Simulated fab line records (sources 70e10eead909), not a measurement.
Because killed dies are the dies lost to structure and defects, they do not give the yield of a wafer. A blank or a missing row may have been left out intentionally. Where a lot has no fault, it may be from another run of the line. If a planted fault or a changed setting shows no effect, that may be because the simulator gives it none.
Chamber matching || flow nand-harc || NHARC_A_CHANNEL_FILL_D2_CMP_10 on cmp-01 has 4 sister chambers
The step polishes, target thk 150 nm. 8 wafers are shown with their chamber, then 8 later ones without.

## WAFERS PAIRED WITH THEIR CHAMBERS
{"wafer": "L083.6", "chamber": 0, "motor-current-A (A)": 13.7, "time-to-endpoint-s (s)": 15.2}
{"wafer": "L082.2", "chamber": 3, "motor-current-A (A)": 14.6, "time-to-endpoint-s (s)": 15.9}
{"wafer": "L082.3", "chamber": 0, "motor-current-A (A)": 13.9, "time-to-endpoint-s (s)": 15.5}
{"wafer": "L082.5", "chamber": 3, "motor-current-A (A)": 13.7, "time-to-endpoint-s (s)": 16.9}
{"wafer": "L086.1", "chamber": 2, "motor-current-A (A)": 13.6, "time-to-endpoint-s (s)": 18.3}
{"wafer": "L086.2", "chamber": 1, "motor-current-A (A)": 16.0, "time-to-endpoint-s (s)": 19.4}
{"wafer": "L086.6", "chamber": 1, "motor-current-A (A)": 15.9, "time-to-endpoint-s (s)": 19.0}
{"wafer": "L091.1", "chamber": 2, "motor-current-A (A)": 12.9, "time-to-endpoint-s (s)": 15.9}

## WAFERS WHOSE CHAMBER IS MISSING
{"wafer": "L091.5", "motor-current-A (A)": 14.1, "time-to-endpoint-s (s)": 17.8}
{"wafer": "L091.6", "motor-current-A (A)": 13.4, "time-to-endpoint-s (s)": 13.9}
{"wafer": "L092.2", "motor-current-A (A)": 13.6, "time-to-endpoint-s (s)": 17.4}
{"wafer": "L092.5", "motor-current-A (A)": 13.2, "time-to-endpoint-s (s)": 15.9}
{"wafer": "L092.6", "motor-current-A (A)": 14.7, "time-to-endpoint-s (s)": 18.5}
{"wafer": "L094.2", "motor-current-A (A)": 15.3, "time-to-endpoint-s (s)": 14.0}
{"wafer": "L094.5", "motor-current-A (A)": 13.7, "time-to-endpoint-s (s)": 16.0}
{"wafer": "L094.6", "motor-current-A (A)": 13.4, "time-to-endpoint-s (s)": 14.6}

## WHICH CHAMBER EACH WENT THROUGH
{"wafer": "L091.5", "from the rows above": "can't be placed: 3 or 2 or 0", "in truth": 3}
{"wafer": "L091.6", "from the rows above": "can't be placed: 0 or 3 or 2", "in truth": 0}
{"wafer": "L092.2", "from the rows above": "can't be placed: 2 or 3 or 0", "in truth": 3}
{"wafer": "L092.5", "from the rows above": "can't be placed: 2 or 0 or 3", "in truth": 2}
{"wafer": "L092.6", "from the rows above": "can't be placed: 3 or 1 or 2 or 0", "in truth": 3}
{"wafer": "L094.2", "from the rows above": "can't be placed: 3 or 0 or 1", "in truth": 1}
{"wafer": "L094.5", "from the rows above": "can't be placed: 0 or 3 or 2", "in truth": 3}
{"wafer": "L094.6", "from the rows above": "can't be placed: 0 or 3 or 2", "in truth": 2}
0 of 8 placed correctly. Cannot be placed on the basis of these rows: 8; the candidates contain the true chamber in 8. Placed wrongly: 0.
How it was worked out, from the rows above alone: a wafer's distance from a chamber is the root of the sum, over the readings, of the square of ((its reading less the chamber's mean) divided by the reading's scatter). The wafer belongs to the nearest chamber; if the next one is less than 2 further off, it can't be placed. For every chamber, the mean is computed from those of its wafers that are shown. How the scatter is found: for the shown wafers, subtract from each reading the mean of its chamber, square and add these, divide the total by (wafers less chambers), then take the root.
